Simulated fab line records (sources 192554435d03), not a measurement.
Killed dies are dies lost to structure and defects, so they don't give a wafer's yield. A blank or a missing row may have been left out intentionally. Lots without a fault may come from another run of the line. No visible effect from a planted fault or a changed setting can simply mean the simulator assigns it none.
One fault through the eyes of 3 desks	flow n5_finfet	what lay behind the numbers comes last; until then each desk has only its own

## THE DEFECT DESK
Per lot, the means of the sampled wafers with a number show what the inspections along the route counted. Any lot whose mean is over 4 standard deviations away from the usual mean is out of limits and marked OUT; that distance is given in the brackets.
Columns: A = raw_defect_count at N5_DUMMY_GATE_INSPECT_27, usual 326; B = raw_defect_count at N5_SPACER0_INSPECT_04, usual 144
lot	first seen here	A	B
L362	day 3 18:08	355	174
L365	day 4 12:25	272	129
L370	day 5 17:20	272	106
L375	day 6 23:32	431	189
L377	day 7 16:43	343	150
L381	day 8 14:25	302	142
This desk's verdict: no lot among the 6 shows anything out of limits.

## THE METROLOGY DESK
Lot by lot, what the gauges showed, no matter which tool ran the lot: averages of those sampled wafers that carry a number. Any lot whose mean is over 4 standard deviations away from the usual mean is out of limits and marked OUT; that distance is given in the brackets. It has 10 readings; the 7 that lie furthest out on some lot are the ones shown.
Columns: A = DIBL_N at N5_BEOL_M4_RC_MEAS_101, usual 36.3 mV/V; B = DIBL_P at N5_BEOL_M4_RC_MEAS_101, usual 36.2 mV/V; C = IOFF_N at N5_BEOL_M4_RC_MEAS_101, usual 0.160 nA/um; D = ION_N at N5_BEOL_M4_RC_MEAS_101, usual 676 uA/um; E = SS_P at N5_BEOL_M4_RC_MEAS_101, usual 73.3 mV/dec; F = VT_N at N5_BEOL_M4_RC_MEAS_101, usual 249.3 mV; G = VT_P at N5_BEOL_M4_RC_MEAS_101, usual -250.1 mV
lot	first seen here	A	B	C	D	E	F	G
L362	day 8 15:33	38.1	38.2	0.178	680	74.3	248.7	-246.5
L365	day 9 12:46	37.7	36.4	0.137	665	73.0	252.8	-250.6
L370	day 10 22:22	35.2	36.1	0.145	672	73.6	251.4	-249.0
L375	day 12 01:26	37.2	36.8	0.177	674	73.6	248.5	-250.1
L377	day 12 19:27	36.5	35.6	0.169	684	73.1	245.8	-249.9
L381	day 13 20:28	35.3	35.5	0.152	672	73.1	251.4	-250.7
This desk's verdict: no lot among the 6 shows anything out of limits.

## TOOL OWNER'S DESK, litho_track-02
The tool's own readings at N5_SD_EPI_N_COAT_32 (time 60 s, resist thk 350 nm): means of the sampled wafers that have a number, for each lot that ran on this tool. Any lot whose mean is over 4 standard deviations away from the usual mean is out of limits and marked OUT; that distance is given in the brackets.
Columns: A = spin_speed_rpm at N5_SD_EPI_N_COAT_32, usual 1499.9 rpm
lot	first seen here	A
L370	day 5 18:11	1500.1
L375	day 7 00:36	1431.0 (-63) OUT
L377	day 7 17:28	1431.2 (-62) OUT
This desk's finding: out of limits on L375, L377; first on L375, day 7 00:36 (spin_speed_rpm at N5_SD_EPI_N_COAT_32). L370: within limits.

## BROUGHT TOGETHER
On L375, L377, at day 7 00:36, an alarm was possible from the tool owner's desk.
No out-of-limits result turned up at the defect desk.
From the metrology desk's view, nothing was out of limits.
The defect desk has L375, L377 on record, within its limits.
The metrology desk holds a record of L375, L377, inside its limits.
On litho_track-02, each named lot ran N5_SD_EPI_N_COAT_32.

## WHAT THE SIMULATOR PUT IN
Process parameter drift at N5_SD_EPI_N_COAT_32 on litho_track-02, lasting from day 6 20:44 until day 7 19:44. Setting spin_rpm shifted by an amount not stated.
Struck lots among those shown: L375, L377.
Hours from the fault's start to each desk's first reading out of limits: the tool owner's desk, 4.
